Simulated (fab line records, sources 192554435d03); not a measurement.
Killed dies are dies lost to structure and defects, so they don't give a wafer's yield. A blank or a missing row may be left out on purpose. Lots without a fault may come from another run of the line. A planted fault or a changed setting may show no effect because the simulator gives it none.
fab line records | flow n5_finfet
record lots=11 wafers=31 last_day=19
route steps=1938 shown SD_EPI_P@310 ILD0@341 PASSIVATION@1936
lots that met no fault: from a run of the same line without faults
start_h: hours from the record's first day to the start of the lot's first wafer shown | wait_h: hours since the lot's step before | " the same as in the row above | L1.1+2: a row that stands for several wafers | - no value, or no start given | * or withheld: withheld | < > ~ a bound
route shown NAME@n: a module of which the file shows steps, and the number in the route of the first | usual: mean/standard deviation of fault-free wafers | same: alike in all rows | chamber/n: place in a boat | sites: the reading at each site | _std_site: their standard deviation | _edge_site: outer sites' mean less inner sites' | radius_mm: how far each site lies from the wafer's centre | mask NAME#n: copy n | behind: the tool/chamber that last shaped the wafer | hold: why the lot was held/for how many hours/how that ended | device: the transistor (n, p or np) that didn't switch | end of line: the same wafers' tests at the end of the route | a step without rows: its recipe alone | killed: dies lost to structure and defects at the first sort, not the wafer's yield | map: a wafer's dies, x killed, . not, _ none there
set.NAME: the setting as run; set.NAME@STEP: as run at that earlier step | model.NAME: the simulator's own value behind a step, which no gauge read
steps of the route over a sample of lots; a table a step, a row a wafer
services: from which hour (start_h, from the record's first day; less than 0 if before it) a tool's chamber was out of use, for how many hours, and why
## steps
# step N5_SD_EPI_P_ETCHBACK_46
# recipe chemistry=CH3F/O2 mode=anisotropic_etchback target=SiNx target_depth_a=175 stop_on=SiO2 over_etch_frac=0.3 ion_energy_ev=120 pressure_mtorr=30 source_w=395 bias_w=73 Ar_flow_sccm=150 CH3F_flow_sccm=30 O2_flow_sccm=20
# usual drypump_motor_current_A=5.5/0.5 oes_f_703_au=0.77/0.07 oes_product_au=0.67/0.056 rf_vpp_V=298/4.1 showerhead_plenum_p_Torr=2.03/0.051 throttle_valve_pct=16.36/0.16
# columns lot.wafer tool chamber start_h wait_h drypump_motor_current_A oes_f_703_au oes_product_au rf_hours_counter_h rf_vpp_V showerhead_plenum_p_Torr throttle_valve_pct
L810.1 rie_diel-04 1 56.14 0.0 6.1 0.81 0.67 125 297 2.10 16.23
L810.3 " 0 " " 5.1 0.85 0.72 53 295 2.03 16.24
L812.1 rie_diel-04 2 71.02 0.0 5.0 0.88 0.77 37 309 1.96 16.36
L812.2 " 1 " " 6.1 0.81 0.67 129 297 2.10 16.23
L812.5 " 1 " " 6.1 0.80 0.67 - 298 2.10 16.25
L815.2 rie_diel-02 3 83.83 0.0 4.9 0.78 0.66 139 300 2.10 16.20
L815.3 " 2 " " 6.4 0.70 0.60 236 300 2.07 16.69
L815.6 " 0 " " 5.3 0.70 0.63 - 296 1.99 16.50
L816.1 rie_diel-02 2 92.48 0.0 6.4 0.69 0.60 240 299 2.07 16.68
L816.2 " 0 " " 5.3 0.70 0.63 179 295 1.98 16.50
L816.6 " 3 " " 5.0 0.77 0.67 - 301 2.10 16.22
L817.2 rie_diel-06 3 98.72 0.0 6.3 0.70 0.59 238 294 1.97 16.52
L817.5 " 2 " " 5.8 0.77 0.66 - 302 2.00 16.53
L817.6 " 3 " " 6.3 0.70 0.59 - 294 1.97 16.53
L819.1 rie_diel-02 3 109.31 0.0 4.9 0.76 0.66 147 300 2.10 16.23
L819.4 " 2 " " 6.4 0.68 0.60 244 299 2.07 16.70
L819.6 " 0 " " 5.3 0.69 0.62 - 294 1.98 16.50
L820.4 rie_diel-02 1 114.98 0.0 5.7 0.79 0.69 122 295 2.00 16.20
L820.5 " 1 " " 5.7 0.79 0.69 - 295 2.00 16.17
L820.6 " 2 " " 6.4 0.69 0.60 - 301 2.07 16.69
L821.2 rie_diel-04 3 119.93 0.0 5.3 0.85 0.73 39 293 2.05 16.28
L821.5 " 3 " " 5.3 0.84 0.73 - 291 2.05 16.27
L822.1 rie_diel-02 2 130.31 0.0 6.3 0.69 0.60 250 298 2.07 16.70
L822.2 " 3 " " 5.0 0.76 0.66 153 301 2.10 16.24
L822.6 " 3 " " 5.0 0.77 0.65 - 299 2.10 16.23
L832.2 rie_diel-04 3 189.43 0.0 5.3 0.83 0.72 53 292 2.04 16.30
L832.5 " 2 " " 4.9 0.82 0.72 - 308 1.95 16.42
L832.6 " 1 " " 6.1 0.77 0.64 - 298 2.09 16.32
L833.1 rie_diel-06 2 195.94 0.0 5.8 0.75 0.65 165 300 1.99 16.57
L833.3 " 3 " " 6.3 0.95 0.79 8 296 1.97 16.12
L833.6 " 2 " " 5.8 0.76 0.65 - 300 1.99 16.57
# step N5_SD_EPI_P_ETCH_47
# recipe chemistry=CH3F/O2 target=SiOCN target_depth_a=250 mask_material=SOC ion_energy_ev=60 bias_w=29 pressure_mtorr=30 source_w=410 Ar_flow_sccm=150 CH3F_flow_sccm=30 O2_flow_sccm=20
# usual drypump_motor_current_A=5.5/0.5 oes_f_703_au=0.77/0.069 oes_product_au=0.78/0.072 rf_vpp_V=127.6/1.9 showerhead_plenum_p_Torr=2.03/0.051 throttle_valve_pct=16.34/0.16
# columns lot.wafer tool chamber start_h wait_h drypump_motor_current_A oes_f_703_au oes_product_au rf_hours_counter_h rf_vpp_V showerhead_plenum_p_Torr throttle_valve_pct
L810.1 rie_diel-04 1 56.24 0.1 6.1 0.80 0.79 125 129.1 2.10 16.20
L810.3 " 0 " " 5.1 0.86 0.85 53 125.5 2.03 16.20
L812.1 rie_diel-04 2 71.12 0.1 4.9 0.87 0.91 37 130.5 1.96 16.33
L812.2 " 1 " " 6.2 0.80 0.79 129 127.3 2.10 16.22
L812.5 " 1 " " 6.1 0.80 0.79 - 129.3 2.10 16.22
L815.2 rie_diel-02 3 83.93 0.1 5.0 0.78 0.77 139 128.5 2.10 16.18
L815.3 " 2 " " 6.4 0.69 0.70 236 128.8 2.07 16.64
L815.6 " 0 " " 5.3 0.69 0.71 - 125.5 1.99 16.48
L816.1 rie_diel-02 2 92.58 0.1 6.4 0.70 0.70 240 129.0 2.07 16.66
L816.2 " 0 " " 5.3 0.69 0.72 179 127.6 1.98 16.47
L816.6 " 3 " " 5.0 0.77 0.77 - 127.2 2.10 16.20
L817.2 rie_diel-06 3 98.82 0.1 6.3 0.70 0.69 238 128.8 1.97 16.51
L817.5 " 2 " " 5.8 0.77 0.77 - 128.1 2.00 16.49
L817.6 " 3 " " 6.3 0.70 0.69 - 126.6 1.97 16.50
L819.1 rie_diel-02 3 109.41 0.1 5.0 0.77 0.77 147 128.3 2.10 16.21
L819.4 " 2 " " 6.4 0.69 0.69 244 128.7 2.07 16.67
L819.6 " 0 " " 5.3 0.69 0.72 - 126.2 1.98 16.48
L820.4 rie_diel-02 1 115.08 0.1 5.7 0.79 0.81 122 126.2 2.00 16.16
L820.5 " 1 " " 5.7 0.79 0.81 - 125.4 2.00 16.15
L820.6 " 2 " " 6.4 0.69 0.69 - 128.7 2.07 16.66
L821.2 rie_diel-04 3 120.03 0.1 5.3 0.86 0.86 39 126.4 2.05 16.28
L821.5 " 3 " " 5.3 0.85 0.85 - 125.2 2.05 16.24
L822.1 rie_diel-02 2 130.41 0.1 6.3 0.69 0.69 250 129.2 2.07 16.68
L822.2 " 3 " " 4.9 0.76 0.76 153 127.7 2.10 16.23
L822.6 " 3 " " 5.0 0.76 0.77 - 128.2 2.10 16.21
L832.2 rie_diel-04 3 189.53 0.1 5.3 0.82 0.84 53 124.2 2.04 16.28
L832.5 " 2 " " 5.0 0.82 0.86 - 132.9 1.95 16.42
L832.6 " 1 " " 6.1 0.77 0.76 - 127.6 2.09 16.31
L833.1 rie_diel-06 2 196.04 0.1 5.8 0.75 0.76 165 129.6 1.99 16.55
L833.3 " 3 " " 6.3 0.94 0.94 8 125.8 1.97 16.09
L833.6 " 2 " " 5.8 0.75 0.75 - 128.6 1.99 16.55
# step N5_SD_EPI_P_EPI_MEAS_23
# recipe mode=xrd
# usual thk_nm=61.1/1.2
# columns lot.wafer tool chamber start_h wait_h thk_nm
L810.1 film_metro-01 - 61.22 3.2 61.1
L810.3 " - " " 60.6
L812.1 film_metro-01 - 74.16 1.8 60.1
L812.2 " - " " 62.9
L812.5 " - " " 61.0
L815.2 film_metro-02 - 86.97 1.5 62.0
L815.3 " - " " 60.8
L815.6 " - " " 59.7
L816.1 film_metro-02 - 96.45 2.4 61.6
L816.2 " - " " 61.3
L816.6 " - " " 64.3
L817.2 film_metro-01 - 102.69 2.0 61.4
L817.5 " - " " 63.3
L817.6 " - " " 59.5
L819.1 film_metro-02 - 112.44 1.8 60.3
L819.4 " - " " 60.9
L819.6 " - " " 63.7
L820.4 film_metro-02 - 118.12 0.8 61.2
L820.5 " - " " 58.8
L820.6 " - " " 60.4
L821.2 film_metro-02 - 123.07 1.5 60.3
L821.5 " - " " 59.8
L822.1 film_metro-02 - 133.44 1.8 60.9
L822.2 " - " " 59.3
L822.6 " - " " 60.8
L832.2 film_metro-01 - 192.56 1.5 60.2
L832.5 " - " " 61.0
L832.6 " - " " 61.1
L833.1 film_metro-01 - 199.07 1.8 61.9
L833.3 " - " " 61.2
L833.6 " - " " 62.3
# step N5_SD_EPI_P_INSPECT_26
# recipe inspect_instrument=darkfield mode=post_epi
# usual raw_defect_count=185/47
# columns lot.wafer tool chamber start_h wait_h raw_defect_count
L810.1 defect_inspect-02 - 61.40 0.0 194
L810.3 " - " " 150
L812.1 defect_inspect-01 - 74.33 0.0 186
L812.2 " - " " 291
L812.5 " - " " 271
L815.2 defect_inspect-02 - 87.15 0.0 293
L815.3 " - " " 204
L815.6 " - " " 247
L816.1 defect_inspect-01 - 96.63 0.0 192
L816.2 " - " " 151
L816.6 " - " " 161
L817.2 defect_inspect-02 - 102.86 0.0 164
L817.5 " - " " 128
L817.6 " - " " 179
L819.1 defect_inspect-02 - 112.61 0.0 206
L819.4 " - " " 275
L819.6 " - " " 159
L820.4 defect_inspect-02 - 118.29 0.0 128
L820.5 " - " " 105
L820.6 " - " " 135
L821.2 defect_inspect-02 - 123.24 0.0 196
L821.5 " - " " 206
L822.1 defect_inspect-01 - 133.62 0.0 1398
L822.2 " - " " 224
L822.6 " - " " 195
L832.2 defect_inspect-02 - 192.73 0.0 172
L832.5 " - " " 111
L832.6 " - " " 112
L833.1 defect_inspect-02 - 199.24 0.0 166
L833.3 " - " " 140
L833.6 " - " " 188
# step N5_ILD0_THK_MEAS_08
# usual thk_nm=138.7/1.1
# columns lot.wafer tool chamber start_h wait_h thk_nm
L810.1 film_metro-01 - 65.36 - 137.4
L810.3 " - " " 138.1
L812.1 film_metro-02 - 78.22 - 139.3
L812.2 " - " " 137.7
L812.5 " - " " 138.5
L815.2 film_metro-02 - 91.04 - 141.9
L815.3 " - " " 139.6
L815.6 " - " " 139.9
L816.1 film_metro-02 - 100.78 - 139.1
L816.2 " - " " 138.1
L816.6 " - " " 138.0
L817.2 film_metro-01 - 106.72 - 136.9
L817.5 " - " " 137.5
L817.6 " - " " 138.2
L819.1 film_metro-01 - 116.57 - 139.1
L819.4 " - " " 138.7
L819.6 " - " " 138.1
L820.4 film_metro-01 - 122.44 - 137.9
L820.5 " - " " 137.3
L820.6 " - " " 136.7
L821.2 film_metro-01 - 127.23 - 139.2
L821.5 " - " " 140.6
L822.1 film_metro-01 - 137.77 - 138.0
L822.2 " - " " 137.3
L822.6 " - " " 136.6
L832.2 film_metro-02 - 196.96 - 138.4
L832.5 " - " " 137.6
L832.6 " - " " 140.4
L833.1 film_metro-01 - 203.38 - 139.0
L833.3 " - " " 137.3
L833.6 " - " " 139.0
# step N5_PASSIVATION_PROBE_49
# usual killed_at_M0_to_M3=33/9.9 killed_at_M4_up=14/6.4 killed_at_contacts=12/7 killed_at_front_end=41/13 killed_at_other=3.1/2.9 killed_dies=103/20 killed_on_rim=13/4 killed_open=67/14 killed_short=34/9.4
# same gross_dies=1180 killed_at_back_side=0
# columns lot.wafer tool chamber start_h wait_h killed_at_M0_to_M3 killed_at_M4_up killed_at_contacts killed_at_front_end killed_at_other killed_dies killed_on_rim killed_open killed_short
L819.1 prober-01 - 319.02 0.0 30 15 9 51 1 106 16 75 29
L819.4 prober-01 - 319.17 0.2 32 13 3 42 3 93 10 62 31
L819.6 prober-01 - 319.27 0.3 14 16 5 48 2 85 14 55 30
L822.1 prober-01 - 345.45 0.0 15 26 12 125 4 182 28 66 25
L822.2 prober-01 - 345.50 0.1 46 29 29 53 2 159 16 123 34
L822.6 prober-01 - 345.70 0.3 32 25 21 25 6 109 18 74 28
# killed by level:class
L819.1 FIN_SAQP:geometric_particle:short=16 FIN_SAQP:geometric_particle:open=15 BEOL_M1:geometric_particle:open=11 MOL_CONTACT_COAG:geometric_particle:open=7 DUMMY_GATE:geometric_particle:open=4 STARTING-WAFER:geometric_particle:open=4 BEOL_M0_SAQP:geometric_particle:open=4 BEOL_M0:geometric_particle:open=4
L819.4 FIN_SAQP:geometric_particle:open=16 FIN_SAQP:geometric_particle:short=12 BEOL_M2:geometric_particle:open=7 BEOL_M3:geometric_particle:open=7 BEOL_M0_SAQP:geometric_particle:open=6 BEOL_M4:geometric_particle:open=4 GATE_CUT:geometric_particle:short=3 MOL_CONTACT_COAG:geometric_particle:open=3
L819.6 FIN_SAQP:geometric_particle:open=14 FIN_SAQP:geometric_particle:short=10 STI_FIN_REVEAL:geometric_particle:open=6 BEOL_M4:geometric_particle:open=6 BEOL_M5:geometric_particle:open=5 GATE_CUT:geometric_particle:open=4 GATE_CUT:geometric_particle:short=4 MOL_CONTACT_COAG:geometric_particle:open=4
L822.1 SD_EPI_P:unspecified=88 BEOL_M4:geometric_particle:open=10 DUMMY_GATE:geometric_particle:open=7 MOL_CONTACT_COAG:geometric_particle:open=7 FIN_SAQP:geometric_particle:open=6 MOL_CONTACT_COAG:geometric_particle:short=5 BEOL_M7:geometric_particle:open=5 DUMMY_GATE:geometric_particle:short=4
L822.2 MOL_CONTACT_COAG:geometric_particle:open=24 BEOL_M4:geometric_particle:open=16 BEOL_M1:geometric_particle:open=16 FIN_SAQP:geometric_particle:open=12 BEOL_M3:geometric_particle:open=12 STI_FIN_REVEAL:geometric_particle:open=9 DUMMY_GATE:geometric_particle:open=7 MOL_CONTACT_COAG:geometric_particle:short=5
L822.6 MOL_CONTACT_COAG:geometric_particle:open=17 BEOL_M4:geometric_particle:open=10 BEOL_M3:geometric_particle:open=9 BEOL_M2:geometric_particle:open=7 FIN_SAQP:geometric_particle:short=5 FIN_SAQP:geometric_particle:open=5 BEOL_M3:geometric_particle:short=5 DUMMY_GATE:geometric_particle:open=4
## services
# columns tool chamber start_h hours kind
rie_diel-04 2 77.28 6.0 repair
rie_diel-02 2 131.19 - clean
rie_diel-02 2 131.19 - consumable_replace:focus_ring
rie_diel-02 2 131.19 24.2 scheduled_down
rie_diel-02 2 131.19 24.2 vent_cycle
rie_diel-04 3 133.61 22.5 repair
rie_diel-06 2 136.40 2.6 repair
rie_diel-06 3 139.23 - clean
rie_diel-06 3 139.23 - consumable_replace:focus_ring
rie_diel-06 3 139.23 27.9 scheduled_down
rie_diel-06 3 139.23 27.9 vent_cycle
rie_diel-06 - 177.84 0.6 repair
rie_diel-04 0 185.19 4.0 repair
## key
first_sign step=N5_SD_EPI_P_INSPECT_26 reading=raw_defect_count direction=up sigmas=26 usual=185 struck=1398
effect step=N5_PASSIVATION_PROBE_49 reading=killed_at_front_end direction=up sigmas=6.4 usual=41 struck=125
more_kills_born_at N5_SD_EPI_P_ETCHBACK_46@rie_diel-02=88
met_at N5_SD_EPI_P_ETCHBACK_46
struck_lots L822
struck_wafers L822.1
tester_left_out L822
not_acting_at N5_SD_EPI_P_ETCH_47,N5_SD_EPI_P_EPI_MEAS_23,N5_ILD0_THK_MEAS_08
onset_between 114.98 130.31
fault kind=chamber_particle_source tool=rie_diel-02 chamber=2 onset_h=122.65 steps=N5_SD_EPI_P_ETCHBACK_46 rate_per_visit_cm2=1.943 end_h=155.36
# tester_left_out: of these lots the tester's yield and bins aren't shown, on N5 and GAA mostly nor the transistor test; their killed dies are dies lost to structure and defects alone, not to doping, threshold or leakage, so they don't give the yield
